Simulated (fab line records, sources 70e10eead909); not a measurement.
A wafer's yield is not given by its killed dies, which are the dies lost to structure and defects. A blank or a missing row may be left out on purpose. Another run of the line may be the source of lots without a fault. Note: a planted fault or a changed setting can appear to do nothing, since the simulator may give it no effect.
fab line records	flow nand-harc
record: lots: 12	wafers: 36	last-day: 33
route steps=1302 shown P_M1@316 P_M2@332 END@1302
lots that met no fault: from a run of the same line without faults
start-h: start of the lot's first displayed wafer, in hours after the record's first day	wait-h: hours from the lot's prior step to this one	" same as the row above	L1.1+2: one row covering several wafers at once	- no value, or no start was given	* or withheld: withheld	< > ~ a bound
route shown NAME@n: NAME is a module with steps in the file, n the number in the route of the first one	usual: mean and standard deviation over wafers with no fault	same: alike in all rows	chamber/n: place in a boat	sites: per-site readings	_std_site: the values' standard deviation	_edge_site: outer sites' mean less inner sites'	radius-mm: how far each site lies from the wafer's centre	mask NAME#n: copy n	behind: the tool/chamber that last shaped the wafer	hold: why the lot went on hold/how many hours it stayed there/how the hold came to an end	device: the transistor (n, p or np) that didn't switch	end of line: the tests these same wafers got at the end of their route	a step without rows: its recipe alone	killed: not the wafer's yield, but the dies lost to structure and defects at the first sort	map: the dies of a wafer, with x for killed, . for not killed, _ for no die there
set.NAME: the setting that was run; set.NAME@STEP: the one run at that earlier step	model.NAME: the simulator's own value behind a step, which no gauge read
the route's steps for a sample of lots (tables are steps, rows are wafers)
services: a tool's chamber out of use, with start hour (start-h, from the record's first day; less than 0 if before it), hours out, and reason
== steps ==
step: NHARC_P_M1_PRE_CLEAN_32
recipe: time-s: 12	temp-c: 370	rf-power-w: 300	gas: NH3
usual: heater-power-w: 621/80
lot.wafer	tool	chamber	start-h	wait-h	heater-power-w
L556.1	pecvd-03	1	135.02	0.1	719
L556.2	"	2	"	"	615
L556.6	"	2	"	"	625
L558.1	pecvd-03	1	145.73	0.1	701
L558.2	"	2	"	"	550
L558.5	"	1	"	"	722
L559.2	pecvd-03	2	162.75	0.1	597
L559.6	"	1	"	"	671
L559.4	"	0	"	"	711
L560.2	pecvd-04	0	170.98	0.3	751
L560.3	"	2	"	"	463
L560.6	"	0	"	"	727
L561.1	pecvd-02	2	175.71	0.1	459
L561.2	"	0	"	"	668
L561.5	"	0	"	"	678
L562.3	pecvd-04	0	191.64	0.1	728
L562.6	"	1	"	"	522
L562.5	"	2	"	"	452
L563.3	pecvd-02	0	192.91	0.1	607
L563.1	"	1	"	"	512
L563.6	"	2	"	"	477
L565.1	pecvd-04	1	217.20	0.1	539
L565.2	"	2	"	"	504
L565.5	"	2	"	"	493
L573.2	pecvd-04	0	299.14	0.1	780
L573.3	"	1	"	"	527
L573.6	"	2	"	"	543
L576.3	pecvd-02	0	328.51	0.1	538
L576.1	"	1	"	"	616
L576.6	"	2	"	"	473
L578.3	pecvd-03	1	343.77	0.1	676
L578.1	"	2	"	"	564
L578.4	"	0	"	"	652
L579.2	pecvd-02	0	359.83	0.1	633
L579.5	"	0	"	"	633
L579.4	"	1	"	"	632
step: NHARC_P_M1_DEP_33
recipe: target-thk-a: 300	temp-c: 370	target-thk-nm: 30	pressure-torr: 3	flow-sccm: 200	rf-w: 450	material: SiCN
usual: chamber-pressure-Torr: 3.000/0.0069	heater-power-w: 576/81
lot.wafer	tool	chamber	start-h	wait-h	chamber-pressure-Torr	heater-power-w
L556.1	pecvd-03	1	135.10	0.1	3.009	647
L556.2	"	2	"	"	2.999	532
L556.6	"	2	"	"	2.999	547
L558.1	pecvd-03	1	145.84	0.1	3.000	651
L558.2	"	2	"	"	3.006	522
L558.5	"	1	"	"	2.996	662
L559.2	pecvd-03	2	162.86	0.1	3.005	521
L559.6	"	1	"	"	3.001	669
L559.4	"	0	"	"	3.006	635
L560.2	pecvd-04	0	171.05	0.1	2.993	649
L560.3	"	2	"	"	2.990	466
L560.6	"	0	"	"	2.978	649
L561.1	pecvd-02	2	175.82	0.1	3.009	425
L561.2	"	0	"	"	2.988	538
L561.5	"	0	"	"	2.993	534
L562.3	pecvd-04	0	191.72	0.1	2.997	656
L562.6	"	1	"	"	2.987	470
L562.5	"	2	"	"	3.002	499
L563.3	pecvd-02	0	193.02	0.1	3.004	533
L563.1	"	1	"	"	3.011	519
L563.6	"	2	"	"	3.000	448
L565.1	pecvd-04	1	217.31	0.1	3.006	447
L565.2	"	2	"	"	2.991	412
L565.5	"	2	"	"	3.002	409
L573.2	pecvd-04	0	299.25	0.1	3.000	594
L573.3	"	1	"	"	3.001	556
L573.6	"	2	"	"	2.998	466
L576.3	pecvd-02	0	328.62	0.1	2.997	505
L576.1	"	1	"	"	2.996	539
L576.6	"	2	"	"	3.008	428
L578.3	pecvd-03	1	343.85	0.1	3.000	642
L578.1	"	2	"	"	3.000	600
L578.4	"	0	"	"	3.010	673
L579.2	pecvd-02	0	359.94	0.1	3.000	547
L579.5	"	0	"	"	2.998	535
L579.4	"	1	"	"	2.996	591
step: NHARC_P_M2_ETCH_35
recipe: target-depth-a: 400	overetch-a: 120	time-s: 43.94	ion-energy-ev: 200	n2-flow-sccm: 150	h2-flow-sccm: 150	ar-flow-sccm: 0	rf-w: 400	bias-w: 150	chemistry: N2/H2
usual: drypump-motor-current-A: 5.8/0.47	h2-flow-sccm: 150.0/0.39	oes-product-au: 0.998/0.0084	rf-vpp-V: 430.1/2.5	showerhead-plenum-p-Torr: 2.03/0.082	throttle-valve-pct: 14.171/0.01
lot.wafer	tool	chamber	start-h	wait-h	drypump-motor-current-A	h2-flow-sccm	oes-product-au	rf-hours-counter-h	rf-vpp-V	showerhead-plenum-p-Torr	throttle-valve-pct
L556.1	rie-diel-01	2	136.68	0.1	5.4	149.3	0.987	3.6	429.2	2.03	14.171
L556.2	"	3	"	"	6.4	150.0	1.002	3.9	433.0	2.13	14.170
L556.6	"	2	"	"	5.4	149.2	0.997	-	429.9	2.03	14.159
L558.1	rie-diel-01	0	147.33	0.1	5.5	150.3	0.996	5.2	427.1	1.93	14.182
L558.2	"	2	"	"	5.4	150.0	1.005	3.9	430.1	2.03	14.180
L558.5	"	0	"	"	5.5	150.3	0.996	-	427.6	1.93	14.162
L559.4	rie-diel-09	3	164.19	0.1	5.7	150.0	1.017	0.1	429.9	2.06	14.160
L559.2	"	2	"	"	6.5	149.5	1.020	0.2	433.3	2.14	14.163
L559.6	"	3	"	"	5.7	150.3	1.005	-	429.9	2.06	14.180
L560.2	rie-diel-02	1	172.60	0.1	5.7	149.8	0.993	6.5	429.4	2.01	14.173
L560.3	"	2	"	"	5.5	150.4	1.002	6.1	430.0	1.99	14.168
L560.6	"	2	"	"	5.5	149.7	0.998	-	429.1	1.99	14.173
L561.2	rie-diel-01	3	177.18	0.1	6.4	150.0	1.004	6.2	432.4	2.13	14.166
L561.1	"	2	"	"	5.4	150.4	1.000	6.4	429.1	2.03	14.174
L561.5	"	3	"	"	6.4	149.6	1.004	-	433.2	2.13	14.168
L562.3	rie-diel-09	1	193.13	0.1	5.1	150.7	0.975	2.4	434.6	2.19	14.153
L562.6	"	1	"	"	5.1	150.5	0.981	-	435.6	2.19	14.168
L562.5	"	0	"	"	5.1	150.4	0.998	-	428.9	1.96	14.160
L563.1	rie-diel-02	3	194.51	0.1	5.7	150.3	0.988	8.3	430.6	2.02	14.173
L563.3	"	0	"	"	5.5	149.3	0.994	6.5	427.0	1.90	14.171
L563.6	"	2	"	"	5.4	149.8	0.999	-	428.8	1.99	14.166
L565.2	rie-diel-01	3	218.80	0.1	6.4	150.7	1.000	0.1	432.2	2.13	14.168
L565.1	"	0	"	"	5.5	149.7	1.006	0.1	427.3	1.93	14.183
L565.5	"	2	"	"	5.4	149.6	0.996	-	428.2	2.02	14.187
L573.3	rie-diel-01	3	300.60	0.1	6.4	149.6	1.000	5.1	431.8	2.13	14.158
L573.2	"	1	"	"	6.5	150.2	0.995	4.9	432.5	2.10	14.187
L573.6	"	0	"	"	5.5	149.8	0.995	-	427.2	1.93	14.170
L576.1	rie-diel-01	2	330.10	0.1	5.4	150.0	0.991	6.3	431.2	2.02	14.167
L576.3	"	3	"	"	6.4	150.2	0.997	6.7	433.0	2.13	14.159
L576.6	"	0	"	"	5.5	149.8	1.010	-	427.4	1.93	14.184
L578.1	rie-diel-02	2	345.25	0.1	5.4	149.9	0.996	5.3	428.8	1.99	14.186
L578.3	"	3	"	"	5.7	149.8	0.986	5.0	429.3	2.02	14.178
L578.4	"	0	"	"	5.4	150.4	1.003	6.4	426.5	1.90	14.195
L579.2	rie-diel-01	1	361.42	0.1	6.5	149.5	0.997	7.5	432.8	2.09	14.173
L579.4	"	2	"	"	5.4	149.9	0.985	7.7	429.6	2.02	14.177
L579.5	"	0	"	"	5.5	149.5	1.003	-	428.0	1.93	14.176
step: NHARC_P_M2_ETCH_28
recipe: target-depth-a: 300	over-etch-frac: 0.3	time-s: 72.99	ion-energy-ev: 150	cf4-flow-sccm: 50	n2-flow-sccm: 100	ar-flow-sccm: 150	rf-w: 300	bias-w: 100	chemistry: CF4/N2
usual: drypump-motor-current-A: 5.8/0.46	oes-product-au: 0.999/0.0082	rf-vpp-V: 313.9/1.8	showerhead-plenum-p-Torr: 2.61/0.093	throttle-valve-pct: 19.794/0.0097
lot.wafer	tool	chamber	start-h	wait-h	drypump-motor-current-A	oes-product-au	rf-hours-counter-h	rf-vpp-V	showerhead-plenum-p-Torr	throttle-valve-pct
L556.2	rie-diel-02	0	137.22	-	5.4	1.005	3.5	312.8	2.47	19.799
L556.1	"	1	"	"	5.7	0.986	5.7	312.7	2.59	19.782
L556.6	"	1	"	"	5.7	0.984	-	314.2	2.59	19.805
L558.1	rie-diel-01	3	147.88	-	6.4	1.012	4.4	315.8	2.74	19.784
L558.2	"	0	"	"	5.5	0.999	5.3	311.7	2.49	19.787
L558.5	"	2	"	"	5.4	1.003	-	313.0	2.61	19.789
L559.2	rie-diel-02	3	164.73	-	5.7	1.010	6.7	314.7	2.60	19.774
L559.4	"	0	"	"	5.5	1.002	3.9	311.7	2.47	19.788
L559.6	"	3	"	"	5.7	0.996	-	312.9	2.60	19.787
L560.2	rie-diel-01	0	173.16	-	5.5	0.994	6.5	311.6	2.49	19.810
L560.3	"	1	"	"	6.5	0.992	6.5	315.3	2.69	19.776
L560.6	"	1	"	"	6.5	0.996	-	316.2	2.69	19.801
L561.2	rie-diel-01	0	177.81	-	5.5	1.000	7.1	310.5	2.49	19.783
L561.1	"	2	"	"	5.4	0.993	6.5	315.1	2.61	19.800
L561.5	"	3	"	"	6.4	1.013	-	315.4	2.74	19.806
L562.3	rie-diel-01	2	193.69	-	5.4	0.841	6.7	312.6	2.61	19.798
L562.6	"	2	"	"	5.3	0.862	-	313.5	2.61	19.798
L562.5	"	3	"	"	6.4	0.869	-	316.2	2.73	19.794
L563.3	rie-diel-01	1	195.03	-	6.5	0.854	6.7	313.4	2.69	19.786
L563.1	"	0	"	"	5.5	0.850	7.3	310.8	2.49	19.782
L563.6	"	1	"	"	6.5	0.852	-	316.4	2.69	19.796
L565.2	rie-diel-01	1	219.33	-	6.5	0.865	0.2	316.1	2.69	19.816
L565.1	"	2	"	"	5.4	0.853	0.2	315.1	2.61	19.804
L565.5	"	3	"	"	6.4	0.855	-	317.1	2.74	19.806
L573.3	rie-diel-09	2	301.15	-	6.4	1.015	8.7	316.7	2.75	19.814
L573.2	"	3	"	"	5.7	1.006	7.0	314.5	2.64	19.804
L573.6	"	0	"	"	5.1	1.002	-	312.1	2.53	19.789
L576.3	rie-diel-02	2	330.64	-	5.4	0.983	4.5	312.6	2.56	19.786
L576.1	"	3	"	"	5.7	0.993	3.8	313.8	2.60	19.816
L576.6	"	1	"	"	5.7	1.000	-	312.2	2.59	19.785
L578.1	rie-diel-09	3	345.81	-	5.7	0.997	0.3	315.2	2.64	19.787
L578.3	"	0	"	"	5.1	1.014	0.3	313.4	2.53	19.803
L578.4	"	1	"	"	5.1	0.998	0.3	318.5	2.80	19.801
L579.2	rie-diel-02	2	361.95	-	5.4	0.999	7.2	314.0	2.56	19.801
L579.4	"	3	"	"	5.7	0.992	6.6	313.0	2.60	19.806
L579.5	"	2	"	"	5.4	0.994	-	312.9	2.56	19.796
step: NHARC_END_SORT_01
recipe: temp-c: 25
usual: defect-limited-yield: 91.1/2.9	killed-at-array: 55/20	killed-at-other: 0.7/0.96	killed-at-periphery: 4.1/2.4	killed-dies: 60/20	killed-open: 3.3/1.9	killed-short: 2.8/1.6
same: gross-dies: 677
lot.wafer	tool	chamber	start-h	wait-h	defect-limited-yield[%]	killed-at-array	killed-at-other	killed-at-periphery	killed-dies	killed-open	killed-short
L560.2	prober-02	0	607.90	2.8	92.0	49	3	2	54	4	4
L560.3	prober-02	0	608.71	3.1	92.9	43	1	4	48	6	4
L560.6	prober-02	0	611.12	4.0	91.1	52	2	6	60	6	3
L563.1	prober-02	0	621.20	2.5	89.2	66	2	5	73	4	4
L563.3	prober-02	0	622.79	3.1	90.1	63	0	4	67	5	1
L563.6	prober-02	0	625.18	4.0	91.9	52	0	3	55	2	3
L562.3	prober-01	0	622.71	3.0	91.1	56	0	4	60	2	4
L562.5	prober-01	0	624.26	3.6	87.7	72	3	8	83	2	1
L562.6	prober-01	0	625.04	3.9	89.1	73	0	1	74	2	2
killed by level:class
L560.2 A_CHANNEL_HOLE_D2:chamber-film-flake=29 A_CHANNEL_HOLE_D1:chamber-film-flake=4 THIN_TSV:chamber-film-flake=3 A_ONON_D2:geometric-particle:short=2 A_ONON_D2:geometric-particle:open=2 A_ZERO_WELL:chamber-film-flake=2 A_DECK1_JOINT:chamber-film-flake=2 A_CONTACT:chamber-film-flake=2
L560.3 A_CHANNEL_HOLE_D2:chamber-film-flake=29 A_DECK1_JOINT:geometric-particle:short=2 A_WL_FILL:geometric-particle:open=2 P_GATE:chamber-film-flake=2 A_WL_FILL:chamber-film-flake=2 A_SOURCE_PLATE:geometric-particle:open=1 A_ONON_D1:geometric-particle:open=1 A_ONON_D1:geometric-particle:short=1
L560.6 A_CHANNEL_HOLE_D2:chamber-film-flake=31 A_CONTACT:chamber-film-flake=4 P_GATE:chamber-film-flake=3 A_STAIRCASE:chamber-film-flake=3 A_DECK1_JOINT:geometric-particle:short=2 A_SGD_CUT:geometric-particle:open=2 P_ZERO_WELL:chamber-film-flake=2 A_DECK1_JOINT:chamber-film-flake=2
L563.1 A_CHANNEL_HOLE_D1:chamber-film-flake=27 A_CHANNEL_HOLE_D2:chamber-film-flake=14 A_SGD_CUT:chamber-film-flake=8 A_STAIRCASE:chamber-film-flake=4 A_CONTACT:chamber-film-flake=4 P_CONTACT:geometric-particle:open=2 A_ONON_D1:geometric-particle:short=2 A_DECK1_JOINT:chamber-film-flake=2
L562.3 A_CHANNEL_HOLE_D2:chamber-film-flake=25 A_SLIT:chamber-film-flake=21 A_CHANNEL_FILL_D1:geometric-particle:short=2 A_WL_FILL:geometric-particle:short=2 P_ZERO_WELL:chamber-film-flake=2 A_CHANNEL_HOLE_D1:chamber-film-flake=2 P_M0:geometric-particle:open=1 A_WL_FILL:geometric-particle:open=1
L563.3 A_CHANNEL_HOLE_D1:chamber-film-flake=33 A_CHANNEL_HOLE_D2:chamber-film-flake=13 A_STAIRCASE:chamber-film-flake=4 A_CONTACT:chamber-film-flake=4 A_SGD_CUT:chamber-film-flake=3 A_BLC:geometric-particle:open=2 P_GATE:chamber-film-flake=2 P_BONDPAD:chamber-film-flake=2
L562.5 A_CHANNEL_HOLE_D2:chamber-film-flake=36 A_SLIT:chamber-film-flake=24 P_ZERO_WELL:chamber-film-flake=5 A_DECK1_JOINT:chamber-film-flake=4 THIN_TSV:chamber-film-flake=3 A_STAIRCASE:chamber-film-flake=2 A_WL_FILL:chamber-film-flake=2 P_CONTACT:geometric-particle:open=1
L562.6 A_CHANNEL_HOLE_D2:chamber-film-flake=30 A_SLIT:chamber-film-flake=26 A_DECK1_JOINT:chamber-film-flake=4 A_CHANNEL_HOLE_D1:chamber-film-flake=3 A_STAIRCASE:chamber-film-flake=3 A_SOURCE_PLATE:geometric-particle:open=1 A_ONON_D2:geometric-particle:short=1 A_CHANNEL_FILL_D2:geometric-particle:open=1
L563.6 A_CHANNEL_HOLE_D1:chamber-film-flake=32 A_CHANNEL_HOLE_D2:chamber-film-flake=6 A_ZERO_WELL:chamber-film-flake=2 A_STAIRCASE:chamber-film-flake=2 A_SGD_CUT:chamber-film-flake=2 A_CONTACT:chamber-film-flake=2 A_CHANNEL_FILL_D1:geometric-particle:short=1 A_DECK1_JOINT:geometric-particle:short=1
== services ==
tool	chamber	start-h	hours	kind
rie-diel-09	1	126.39	13.9	repair
rie-diel-01	-	130.11	0.6	repair
rie-diel-09	2	134.92	6.7	repair
rie-diel-09	-	143.17	9.0	pm
pecvd-04	-	149.66	1.3	repair
rie-diel-02	3	172.30	6.0	repair
rie-diel-01	1	173.57	6.1	repair
pecvd-02	-	176.27	1.7	repair
pecvd-03	-	185.02	13.0	pm
rie-diel-09	3	190.44	5.8	repair
rie-diel-09	-	200.90	0.7	repair
rie-diel-01	-	203.80	9.0	pm
pecvd-02	-	210.41	5.7	repair
rie-diel-02	-	216.82	9.0	pm
pecvd-02	-	227.34	13.0	pm
rie-diel-01	0	233.48	6.0	repair
pecvd-03	-	243.28	0.3	repair
rie-diel-09	-	260.27	0.2	repair
rie-diel-02	2	261.66	1.5	repair
pecvd-04	-	269.51	13.0	pm
rie-diel-09	-	320.17	9.0	pm
rie-diel-01	0	335.35	12.0	repair
pecvd-02	2	347.30	4.7	repair
pecvd-02	2	352.15	2.2	repair
== key ==
first-sign: step: NHARC_P_M2_ETCH_28	reading: oes-product-au	direction: down	sigmas: 17	usual: 0.999	struck: 0.856
effect none on later readings
met-at NHARC_P_M2_ETCH_28
struck-lots L562,L563,L565
not-acting-at NHARC_P_M1_PRE_CLEAN_32,NHARC_P_M1_DEP_33,NHARC_P_M2_ETCH_35
onset-between 177.81 193.69
fault: kind: process-parameter-drift	tool: rie-diel-01	chamber: -	onset-h: 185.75	steps: NHARC_P_M2_ETCH_28	channel: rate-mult	offset: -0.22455	shape: step
